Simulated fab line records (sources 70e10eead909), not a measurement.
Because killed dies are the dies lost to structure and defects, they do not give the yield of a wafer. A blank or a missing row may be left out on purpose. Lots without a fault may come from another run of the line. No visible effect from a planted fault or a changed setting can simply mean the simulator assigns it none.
Problem report in the 8D (eight disciplines) form, filled by code + flow nandHarc + the parts of the form that need people (team, actions taken, sign-off) are left out

1. PROBLEM STATEMENT
NHARC_A_STAIRCASE_TRIM_220, oesProductAu: mean 1.192 a.u. on 2 wafers (1 lot); fault-free wafers 0.998 a.u., standard deviation 0.0092. Measured from the usual mean, that is +21 standard deviations.
The step: chemistry O2, time 211.2 s.
Earliest sighting: wafer L822.3 on rieDiel-12 at day 15 14:15. Wafers with a number at this step in the record: 33, from 11 lots. The rule behind "out" and "out of limits": a value lying over 4 standard deviations away from the usual mean. The other wafers with a number count as sound.

2. WHAT IT IS, AND WHAT IT ISN'T
| question                    | is                | is not                                                                           |
|-----------------------------|-------------------|----------------------------------------------------------------------------------|
| which readings at this step | oesProductAu      | drypumpMotorCurrentA, mfcArSccm, rfVppV, showerheadPlenumPTorr, throttleValvePct |
| which lots                  | L822              | L805, L809, L810, L812, L813, L814, L815, L819, L826, L827                       |
| which wafers of those lots  | L822.3, L822.6    | L822.2                                                                           |
| read on which tools         | rieDiel-12        | rieDiel-03, rieDiel-08                                                           |
| when                        | from day 15 14:15 | up to then (25 sound wafers); but 6 sound wafers of L826, L827 came after        |

3. WHAT RULES OUT EACH SUSPECT
Counting: any tool at a process step up to the reading remains a suspect provided it ran every lot that is out. Sound lots after the first of them don't rule it out here, since some wafers of a struck lot are sound.
- rieDiel-12 at NHARC_A_STAIRCASE_TRIM_200 (chemistry O2, time 211.2 s): kept. L822, the lot that is out, went through it at day 15 14:15; up to then, the latest sound lot through it was L815 at day 13 18:44. With no start given for some of its lots, NHARC_A_STAIRCASE_TRIM_200 uses the hours and lot order of NHARC_A_STAIRCASE_TRIM_220.
- rieDiel-12 at NHARC_A_STAIRCASE_TRIM_202 (chemistry O2, time 211.2 s): kept. L822, the lot that is out, went through it at day 15 14:15; up to then, the latest sound lot through it was L815 at day 13 18:44. With no start given for some of its lots, NHARC_A_STAIRCASE_TRIM_202 uses the hours and lot order of NHARC_A_STAIRCASE_TRIM_220.
- rieDiel-12 at NHARC_A_STAIRCASE_TRIM_220 (chemistry O2, time 211.2 s): kept. L822, the lot that is out, went through it at day 15 14:15; up to then, the latest sound lot through it was L814 at day 13 17:50. Its own readings are out on those wafers: oesProductAu.
- Within rieDiel-12 at NHARC_A_STAIRCASE_TRIM_200: the wafers that are out ran in chambers 0, 1; their sound lot-mates ran in chamber 2.
- At NHARC_A_STAIRCASE_TRIM_220 on rieDiel-12, chamber 2 took the sound wafers of the same lots and chamber 0 took the wafers that are out.
rieDiel-12 at NHARC_A_STAIRCASE_TRIM_200, rieDiel-12 at NHARC_A_STAIRCASE_TRIM_202 and rieDiel-12 at NHARC_A_STAIRCASE_TRIM_220 are what is left after counting.

4. THE CAUSE (what the simulator had put in)
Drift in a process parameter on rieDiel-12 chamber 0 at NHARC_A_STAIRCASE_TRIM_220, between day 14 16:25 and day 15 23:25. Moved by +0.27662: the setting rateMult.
This tool is one of the 3 suspects left after counting.

5. THE CHAIN OF EFFECTS, in route order
Each row: a reading whose mean over the struck wafers that have a number lies more than 3 standard deviations from the usual. Only readings whose record carries a usual standard deviation are examined. hours: median over the lots of the time between each lot's start at the first step of this table that gives one and its start at this step. sigmas: the change, counted in usual standard deviations.
| hours | step                       | reading      | usual      | on struck wafers | change | sigmas |
|-------|----------------------------|--------------|------------|------------------|--------|--------|
| 0     | NHARC_A_STAIRCASE_TRIM_220 | oesProductAu | 0.998 a.u. | 1.192            | +0.194 | +21    |
It contains these process steps:
- NHARC_A_STAIRCASE_TRIM_220: chemistry O2, time 211.2 s.

6. HOW IT WOULD HAVE BEEN CAUGHT EARLIER
First out-of-limits reading in this record: day 15 14:15, which is 22 hours after fault onset at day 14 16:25.
